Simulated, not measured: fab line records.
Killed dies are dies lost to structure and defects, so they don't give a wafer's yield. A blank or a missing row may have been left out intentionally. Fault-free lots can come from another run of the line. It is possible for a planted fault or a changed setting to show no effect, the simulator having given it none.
What tool caused it? + flow n5Finfet + 24 lots, 72 wafers sampled, at 3 steps of a route of 1938

WHAT THE GAUGES READ, wafer by wafer
N5_SDB_INSPECT_36: inspects for defects (darkfield).
| lot  | measured    | on               | rawDefectCount |
|------|-------------|------------------|----------------|
| L074 | day 3 22:21 | defectInspect-01 | 29 29 22       |
| L075 | day 4 06:23 | defectInspect-01 | 24 28 29       |
| L076 | day 4 08:58 | defectInspect-01 | 19 18 26       |
| L077 | day 4 17:11 | defectInspect-01 | 34 23 28       |
| L078 | day 5 03:16 | defectInspect-02 | 63 36 28       |
| L079 | day 5 05:35 | defectInspect-02 | 96 27 41       |
| L080 | day 5 08:51 | defectInspect-02 | 47 58 51       |
| L081 | day 5 14:55 | defectInspect-01 | 55 61 65       |
| L082 | day 5 21:50 | defectInspect-01 | 21 19 31       |
| L083 | day 6 01:24 | defectInspect-01 | 29 30 39       |
| L084 | day 6 09:59 | defectInspect-02 | 44 57 26       |
| L085 | day 6 20:36 | defectInspect-01 | 11 24 34       |
| L086 | day 6 22:19 | defectInspect-01 | 40 33 53       |
| L087 | day 7 03:30 | defectInspect-01 | 31 35 25       |
| L088 | day 7 13:26 | defectInspect-02 | 19 20 21       |
| L089 | day 7 14:26 | defectInspect-02 | 25 22 41       |
| L090 | day 7 21:04 | defectInspect-01 | 42 43 39       |
| L091 | day 8 01:34 | defectInspect-01 | 56 33 55       |
| L092 | day 8 10:44 | defectInspect-01 | 96 44 44       |
| L093 | day 8 14:31 | defectInspect-01 | 64 55 45       |
| L094 | day 9 00:39 | defectInspect-01 | 25 36 35       |
| L095 | day 9 06:58 | defectInspect-01 | 60 60 73       |
| L096 | day 9 15:09 | defectInspect-01 | 46 28 37       |
| L097 | day 9 15:32 | defectInspect-01 | 44 46 56       |

EACH LOT AND THE TOOL THAT RAN IT (in order: tool; ch and the chambers of the sampled wafers; start)
| lot  | N5_SDB_STRIP_21                  | N5_SDB_ALD_29                   |
|------|----------------------------------|---------------------------------|
| L074 | rieDiel-04 ch 2,3, day 3 18:41   | aldSin-01 ch 1,2, day 3 19:18   |
| L075 | rieDiel-06 ch 0,1,3, day 4 02:43 | aldSin-04 ch 0,2,3, day 4 03:19 |
| L076 | rieDiel-04 ch 2,3, day 4 05:20   | aldSin-03 ch 1,2,3, day 4 05:55 |
| L077 | rieDiel-06 ch 0,1, day 4 13:33   | aldSin-03 ch 0,1,3, day 4 14:08 |
| L078 | rieDiel-02 ch 1,2, day 4 23:07   | aldSin-03 ch 1,2,3, day 5 00:13 |
| L079 | rieDiel-04 ch 2,3, day 5 01:07   | aldSin-04 ch 1,2,3, day 5 02:32 |
| L080 | rieDiel-06 ch 1,3, day 5 05:13   | aldSin-04 ch 1,2, day 5 05:47   |
| L081 | rieDiel-02 ch 0,1,3, day 5 10:46 | aldSin-04 ch 0,2,3, day 5 11:52 |
| L082 | rieDiel-06 ch 0,1, day 5 18:11   | aldSin-03 ch 2,3, day 5 18:47   |
| L083 | rieDiel-02 ch 1,3, day 5 21:46   | aldSin-01 ch 0,1,3, day 5 22:21 |
| L084 | rieDiel-06 ch 1,2,3, day 6 06:21 | aldSin-04 ch 0,3, day 6 06:56   |
| L085 | rieDiel-04 ch 1,3, day 6 16:23   | aldSin-01 ch 1,3, day 6 17:32   |
| L086 | rieDiel-02 ch 0,1,3, day 6 18:40 | aldSin-03 ch 0,2,3, day 6 19:16 |
| L087 | rieDiel-04 ch 1,2, day 6 23:52   | aldSin-03 ch 2,3, day 7 00:27   |
| L088 | rieDiel-02 ch 2,3, day 7 09:43   | aldSin-04 ch 0,3, day 7 10:18   |
| L089 | rieDiel-04 ch 0,2,3, day 7 10:26 | aldSin-03 ch 0,1, day 7 11:23   |
| L090 | rieDiel-02 ch 1,3, day 7 17:25   | aldSin-04 ch 0,1,2, day 7 18:01 |
| L091 | rieDiel-06 ch 1,2,3, day 7 21:56 | aldSin-01 ch 0,2,3, day 7 22:31 |
| L092 | rieDiel-06 ch 0,1,2, day 8 06:36 | aldSin-04 ch 0,1,3, day 8 07:40 |
| L093 | rieDiel-02 ch 1,2, day 8 10:52   | aldSin-04 ch 0,3, day 8 11:28   |
| L094 | rieDiel-04 ch 0,1,2, day 8 20:33 | aldSin-03 ch 0,1,2, day 8 21:35 |
| L095 | rieDiel-04 ch 2,3, day 9 01:19   | aldSin-03 ch 0,1,3, day 9 03:54 |
| L096 | rieDiel-04 ch 1,2,3, day 9 09:50 | aldSin-01 ch 0,1,3, day 9 12:05 |
| L097 | rieDiel-06 ch 1,2,3, day 9 11:31 | aldSin-04 ch 0,1,3, day 9 12:29 |
- N5_SDB_STRIP_21: strips in CF4.
- N5_SDB_ALD_29: deposits SiNx, target thk 30 nm, pulse time 1 s, ald cycles 600.

WHAT THE TOOLS THEMSELVES READ (means of the sampled wafers that have a number; where no wafer has one, the mark that the record gives instead)
N5_SDB_STRIP_21.
| lot  | tool       | drypumpMotorCurrentA (A) | oesProductAu (a.u.) | rfVppV (V) | showerheadPlenumPTorr (Torr) | throttleValvePct (%) |
|------|------------|--------------------------|---------------------|------------|------------------------------|----------------------|
| L074 | rieDiel-04 | 5.9                      | 0.91                | 271.8      | 1.86                         | 13.35                |
| L075 | rieDiel-06 | 5.8                      | 0.80                | 270.9      | 1.81                         | 13.51                |
| L076 | rieDiel-04 | 6.0                      | 0.90                | 272.1      | 1.86                         | 13.36                |
| L077 | rieDiel-06 | 6.1                      | 0.78                | 272.3      | 1.83                         | 13.62                |
| L078 | rieDiel-02 | 5.8                      | 0.76                | 272.4      | 1.84                         | 13.71                |
| L079 | rieDiel-04 | 5.9                      | 0.88                | 272.1      | 1.86                         | 13.39                |
| L080 | rieDiel-06 | 5.4                      | 0.78                | 272.1      | 1.85                         | 13.70                |
| L081 | rieDiel-02 | 5.3                      | 0.79                | 271.6      | 1.79                         | 13.60                |
| L082 | rieDiel-06 | 6.4                      | 0.79                | 270.9      | 1.79                         | 13.49                |
| L083 | rieDiel-02 | 5.2                      | 0.69                | 272.1      | 1.80                         | 13.95                |
| L084 | rieDiel-06 | 5.5                      | 0.77                | 271.0      | 1.80                         | 13.60                |
| L085 | rieDiel-04 | 6.0                      | 0.80                | 272.5      | 1.86                         | 13.57                |
| L086 | rieDiel-02 | 5.3                      | 0.76                | 272.4      | 1.79                         | 13.63                |
| L087 | rieDiel-04 | 5.9                      | 0.72                | 270.5      | 1.76                         | 13.78                |
| L088 | rieDiel-02 | 6.0                      | 0.77                | 272.2      | 1.80                         | 13.76                |
| L089 | rieDiel-04 | 6.1                      | 0.78                | 271.9      | 1.80                         | 13.58                |
| L090 | rieDiel-02 | 5.2                      | 0.68                | 270.8      | 1.80                         | 13.99                |
| L091 | rieDiel-06 | 5.5                      | 0.75                | 271.7      | 1.80                         | 13.63                |
| L092 | rieDiel-06 | 6.1                      | 0.75                | 270.7      | 1.77                         | 13.57                |
| L093 | rieDiel-02 | 5.8                      | 0.74                | 271.2      | 1.83                         | 13.79                |
| L094 | rieDiel-04 | 6.1                      | 0.81                | 271.2      | 1.76                         | 13.59                |
| L095 | rieDiel-04 | 6.0                      | 0.82                | 272.0      | 1.85                         | 13.47                |
| L096 | rieDiel-04 | 5.9                      | 0.85                | 271.9      | 1.80                         | 13.47                |
| L097 | rieDiel-06 | 5.5                      | 0.74                | 270.8      | 1.79                         | 13.68                |

N5_SDB_ALD_29.
| lot  | tool      | heaterPowerW (W) | precursorPulseHeightRel |
|------|-----------|------------------|-------------------------|
| L074 | aldSin-01 | 899              | 1.010                   |
| L075 | aldSin-04 | 775              | 0.999                   |
| L076 | aldSin-03 | 711              | 1.008                   |
| L077 | aldSin-03 | 800              | 0.993                   |
| L078 | aldSin-03 | 714              | 1.014                   |
| L079 | aldSin-04 | 739              | 0.999                   |
| L080 | aldSin-04 | 790              | 0.988                   |
| L081 | aldSin-04 | 783              | 1.003                   |
| L082 | aldSin-03 | 678              | 1.008                   |
| L083 | aldSin-01 | 772              | 0.995                   |
| L084 | aldSin-04 | 756              | 1.008                   |
| L085 | aldSin-01 | 774              | 1.016                   |
| L086 | aldSin-03 | 754              | 1.002                   |
| L087 | aldSin-03 | 663              | 0.987                   |
| L088 | aldSin-04 | 746              | 0.993                   |
| L089 | aldSin-03 | 892              | 1.001                   |
| L090 | aldSin-04 | 834              | 0.988                   |
| L091 | aldSin-01 | 757              | 0.998                   |
| L092 | aldSin-04 | 797              | 0.995                   |
| L093 | aldSin-04 | 835              | 0.995                   |
| L094 | aldSin-03 | 799              | 1.020                   |
| L095 | aldSin-03 | 815              | 1.025                   |
| L096 | aldSin-01 | 766              | 0.975                   |
| L097 | aldSin-04 | 792              | 0.997                   |

THE ANSWER, worked out from the rows above alone
Rule: what is usual is taken from the lots themselves. Put in order of their means at a reading, lots are off if they are a third of the lots or fewer, leave a main group of 4 or more, and stand apart from it by a gap of 3 or more times the standard deviation of the main group's means; of several such gaps the widest counts. Not used: any main group whose means are identical at the precision the tables above print for the reading. Also off: a lot with no number at a reading for which 4 or more lots have one. Any other lot the step has rows for is counted as sound. First the gauges in route order, then the tools' own readings, where a lot's mean is used as printed above. The first step at which some lot is off is used, and at that step the reading that is off furthest; a lot without a number counts as furthest.
Nothing can be told from this: no lot is off at any reading shown.

WHAT WAS PUT IN BY THE SIMULATOR
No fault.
